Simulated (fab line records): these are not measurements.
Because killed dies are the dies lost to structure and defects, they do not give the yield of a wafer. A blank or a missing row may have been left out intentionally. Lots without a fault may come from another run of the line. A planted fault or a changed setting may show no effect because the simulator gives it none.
Comparing a struck lot with a sound one	flow n5-finfet	16 steps out of a route of 1938
Sound: wafers L386.2, L386.3, L386.6. Struck: wafer L381.5 (left out: L381.1, L381.3 of the same lot, which were not struck); the cause appears at the end.
Order at every step that has rows: each side's tool, ch and its chambers, its first start. Under that, the readings that differ: sound wafers	struck wafers	difference of the means	sigmas: that difference in standard deviations of wafers without a fault.
alike: readings whose means differ by less than 2 such deviations, and words and numbers that are the same on both sides. not compared: withheld readings, readings that some wafer has no value for, bounds like >300 that may hide the same value, and numbers for which the record gives no deviation and whose values overlap.
A row with sigmas, a row that says differs or no value, or rows on one side alone: a step with any of these is where the two part. Numbers that have no deviation but don't overlap get no sigmas and don't part them. A reading that every wafer of one side lacks parts them only if that side has two wafers or more.

N5_FIN_CUT_PRECLEAN_35: cleans in vHF, time 13.3 s.
  sound on vapor-etch-02 ch 0,1, day 6 10:39; struck on vapor-etch-02 ch 1, day 5 05:46
  alike: drypump-motor-current-A, temp-c
N5_FIN_CUT_CUT_ETCH_15: etches Si in HBr/Cl2/O2, target depth 100 nm, bt time 10 s, time 42.4 s.
  sound on rie-si-05 ch 0,1,2, day 6 10:44; struck on rie-si-05 ch 3, day 5 05:50
reading	sound	struck	difference	sigmas
throttle-valve-pct (%)	37.5 36.9 36.9	37.8	+0.7	+2
  alike: drypump-motor-current-A, oes-product-au
  not compared: rf-hours-counter-h
N5_FIN_CUT_CUT_ETCH_28: etches Si in HBr/Cl2/O2, target depth 6 nm, time 2.4 s.
  sound on rie-si-05 ch 0,1,2, day 6 10:47; struck on rie-si-05 ch 3, day 5 05:53
reading	sound	struck	difference	sigmas
throttle-valve-pct (%)	37.5 36.9 36.9	37.8	+0.7	+2
  alike: drypump-motor-current-A, oes-product-au
  not compared: rf-hours-counter-h
N5_FIN_CUT_STRIP_22: strips in N2/H2.
  sound on rie-diel-03 ch 0,1, day 6 10:52; struck on rie-diel-06 ch 3, day 5 06:01
  alike: bias-power-w, drypump-motor-current-A, oes-product-au, rf-vpp-V, showerhead-plenum-p-Torr, temp-c, throttle-valve-pct
  not compared: rf-hours-counter-h
then, 3 steps without rows for these wafers: N5_FIN_CUT_PRECLEAN_36 (cleans in O3/DIW, time 60 s); N5_FIN_CUT_SRD_32 (time 30 s); N5_FIN_CUT_UV_OZONE_34 (time 120 s).
N5_FIN_CUT_INSPECT_17: inspects for defects (brightfield).
  struck on defect-inspect-01, day 5 06:11; sound on defect-inspect-02, day 6 11:01
  alike: raw-defect-count
then, 1 step without rows for these wafers: N5_STI_FIN_REVEAL_ALD_00 (deposits SiO2, target thk 1 nm, pulse time 1 s).
N5_STI_FIN_REVEAL_ALD_14: deposits Si3N4, target thk 3 nm.
  sound on ald-sin-04 ch 0,1,2, day 6 11:06; struck on ald-sin-01 ch 2, day 5 06:16
  alike: heater-power-outer-w, heater-power-w
then, 2 steps without rows for these wafers: N5_STI_FIN_REVEAL_FCVD_FILL_01 (material SiO2 flowable, target thk 312 nm, time 512.2 s); N5_STI_FIN_REVEAL_DENSIFY_02 (time 1800 s).
N5_STI_FIN_REVEAL_CMP_04: polishes, stops on Si3N4, t overpolish 4 s, target thk 131.83 nm.
  sound on cmp-01 ch 1,2,3, day 6 16:16; struck on cmp-02 ch 2, day 5 11:20
reading	sound	struck	difference	sigmas
time-to-endpoint-s (s)	108 93 100	57	-43	-5
  alike: motor-current-A, overpolish-run-s, slurry-flow-ml-min
N5_STI_FIN_REVEAL_THK_MEAS_05:
  struck on film-metro-02, day 5 11:36; sound on film-metro-02, day 6 16:34
reading	sound	struck	difference	sigmas
thk-nm (nm)	133.3 129.5 133.2	127.4	-4.6	-4
then, 1 step without rows for these wafers: N5_STI_FIN_REVEAL_DENSIFY_30.
-- here the record skips 13 days between the struck wafers' starts before and after, leaving off in module STI_FIN_REVEAL and picking up in module PASSIVATION (first step shown: number 1936 of the route) --
N5_PASSIVATION_PROBE_49:
  record: rows for the struck wafers here (prober-02, day 18 11:47), none for the sound ones

WHERE THEY PART
Last at N5_PASSIVATION_PROBE_49 as far as this record goes, first at N5_FIN_CUT_CUT_ETCH_15.

WHY: what the simulator had put in
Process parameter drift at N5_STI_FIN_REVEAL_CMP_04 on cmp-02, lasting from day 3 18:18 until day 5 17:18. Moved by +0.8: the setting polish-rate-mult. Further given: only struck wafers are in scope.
